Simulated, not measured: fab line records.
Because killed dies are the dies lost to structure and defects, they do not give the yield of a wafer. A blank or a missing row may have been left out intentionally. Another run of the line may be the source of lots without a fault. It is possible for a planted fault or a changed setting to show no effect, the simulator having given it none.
Split-lot study ; flow n5 finfet ; 7 lots, 39 wafers read, on a route of 1938 steps

## SPLIT DETAILS
At N5_BEOL_M4_TRENCH_ETCH_37 (etches SiOC in C4F6/O2, target depth 55.555 nm, time 29.2 s), the setting time s was moved away from the recipe's 29.2 s on 15 of the 39 wafers read, by -53.0% to +54.2%. All remaining wafers had this setting at the recipe value.

## FROM THE SPLIT TO THE READING: what the file shows between them, 8 steps
- N5_BEOL_M4_ETCH_41: etches SiCN in CH3F/O2, target depth 29.9 nm, time 52.5 s
- N5_BEOL_M4_STRIP_97: strips in N2/H2, time 10 s
- N5_BEOL_M4_OCD_MEAS_38
- N5_BEOL_M4_HM_STRIP_39: strips TiN in peroxide tin strip, target depth 25 nm, time 158 s
- N5_BEOL_M4_SRD_40: time 30 s
- N5_BEOL_M4_ECD_50: material Cu, target thk 300 nm
- N5_BEOL_M4_ANNEAL_51: time 90 s
- N5_BEOL_M4_CMP_52: polishes, stops on SiOC, t overpolish 6.8 s, target thk 40 nm

## THE READING
M4_THK, in nm, at N5_BEOL_M4_THK_MEAS_53 (measures by xrf). A value of 39.8 nm with a standard deviation of 1.4 nm is what fault-free wafers of this fab line usually give.

wafer;tool, chamber at the split;time s as run, s;against the recipe;M4_THK, nm;against lot-mates on the recipe
L079.1;rie diel-06, 1;29.2;recipe;38.8;-
L079.2;rie diel-06, 3;34.98;+19.8%;53.0;+12.3
L079.3;rie diel-06, 2;34.98;+19.8%;52.7;+12.0
L079.4;rie diel-06, 3;34.98;+19.8%;53.2;+12.5
L079.5;rie diel-06, 2;29.2;recipe;43.0;-
L079.6;rie diel-06, 1;29.2;recipe;40.2;-
L082.1;rie diel-06, 3;29.2;recipe;42.0;-
L082.2;rie diel-06, 1;45.04;+54.2%;72.2;+31.1
L082.3;rie diel-06, 0;45.04;+54.2%;69.1;+28.0
L082.4;rie diel-06, 2;29.2;recipe;41.2;-
L082.5;rie diel-06, 0;29.2;recipe;40.0;-
L082.6;rie diel-06, 3;45.04;+54.2%;72.7;+31.6
L085.1;rie diel-06, 1;37.34;+27.9%;55.7;+16.1
L085.2;rie diel-06, 0;29.2;recipe;38.2;-
L085.3;rie diel-06, 3;29.2;recipe;40.4;-
L085.4;rie diel-06, 3;29.2;recipe;40.3;-
L085.5;rie diel-06, 1;37.34;+27.9%;56.1;+16.5
L085.6;rie diel-06, 0;37.34;+27.9%;54.5;+14.9
L091.1;rie diel-01, 0;29.2;recipe;40.2;-
L091.2;rie diel-01, 2;29.2;recipe;37.3;-
L091.3;rie diel-01, 3;29.2;recipe;41.7;-
L091.4;rie diel-01, 3;29.2;recipe;39.4;-
L091.5;rie diel-01, 2;29.2;recipe;39.1;-
L091.6;rie diel-01, 0;29.2;recipe;38.5;-
L093.2;rie diel-06, 2;29.2;recipe;42.0;-
L093.4;rie diel-06, 3;29.2;recipe;40.4;-
L093.6;rie diel-06, 2;29.2;recipe;41.3;-
L094.1;rie diel-01, 0;29.2;recipe;38.9;-
L094.2;rie diel-01, 1;13.72;-53.0%;9.3;-29.7
L094.3;rie diel-01, 3;13.72;-53.0%;10.4;-28.6
L094.4;rie diel-01, 1;29.2;recipe;40.3;-
L094.5;rie diel-01, 0;29.2;recipe;37.8;-
L094.6;rie diel-01, 3;13.72;-53.0%;10.2;-28.8
L095.1;rie diel-01, 0;15.73;-46.1%;14.5;-25.7
L095.2;rie diel-01, 1;29.2;recipe;41.5;-
L095.3;rie diel-01, 3;29.2;recipe;39.4;-
L095.4;rie diel-01, 1;15.73;-46.1%;15.9;-24.3
L095.5;rie diel-01, 0;29.2;recipe;39.7;-
L095.6;rie diel-01, 3;15.73;-46.1%;13.8;-26.4

THE FIT
A straight line over all 39 wafers: M4_THK changes by +0.568 nm for each +1% of time s; r = +1.00; the points scatter about the line by 1.4 nm.
The same after taking each lot's own level away (the mean of its wafers on the recipe; 39 wafers): +0.557 nm for each +1%; r = +1.00; scatter 1.2 nm.
On that fit, the largest move of time s shifts the reading by 30 nm.
The span of the lots' own levels, 39.00 to 41.23 nm, comes to 1.6 times the standard deviation stated above.
Consequently the slope shifts little with the lot-to-lot level, the two slopes agreeing.
Check: for one of the wafers moved furthest among these (+54.2%), held out of the fit, the line's prediction against its lot-mates is +30.3 nm. Against them it came out at +31.1 nm.

## THE WHOLE CHAIN: every reading that the file lists as answering this split, in the file's order
step;what it does;reading;change (the file's fit);r (the file's)
N5_BEOL_M4_TRENCH_ETCH_37;etches SiOC in C4F6/O2, target depth 55.555 nm, time 29.2 s;etch.depth nm (the simulator's own value, which no gauge read);+0.55 nm for each +1% of the setting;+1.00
N5_BEOL_M4_TRENCH_ETCH_37;etches SiOC in C4F6/O2, target depth 55.555 nm, time 29.2 s;BEOL_M4.feature depth nm (the simulator's own value, which no gauge read);+0.55 nm for each +1% of the setting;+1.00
N5_BEOL_M4_TRENCH_ETCH_37;etches SiOC in C4F6/O2, target depth 55.555 nm, time 29.2 s;TiN_of_BEOL_M4_HM_DEP_02.thk nm (the simulator's own value, which no gauge read);-0.02 nm for each +1% of the setting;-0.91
N5_BEOL_M4_OCD_MEAS_38;;trench depth nm;+0.55 nm for each +1% of the setting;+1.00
N5_BEOL_M4_CMP_52;polishes, stops on SiOC, t overpolish 6.8 s, target thk 40 nm;Cu_of_BEOL_M4_ECD_50.thk nm (the simulator's own value, which no gauge read);+0.555 nm for each +1% of the setting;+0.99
N5_BEOL_M4_THK_MEAS_53;measures by xrf;M4_THK;+0.557 for each +1% of the setting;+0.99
N5_BEOL_M4_RS_MEAS_58;measures by four-point-probe;M4_RS;not straight: 4.68 at the lowest setting, 0.67 at the recipe, 0.33 at the highest;not given

## THE FILE'S OWN FIT
M4_THK changes by +0.557 nm for each +1% of time s, r = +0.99.
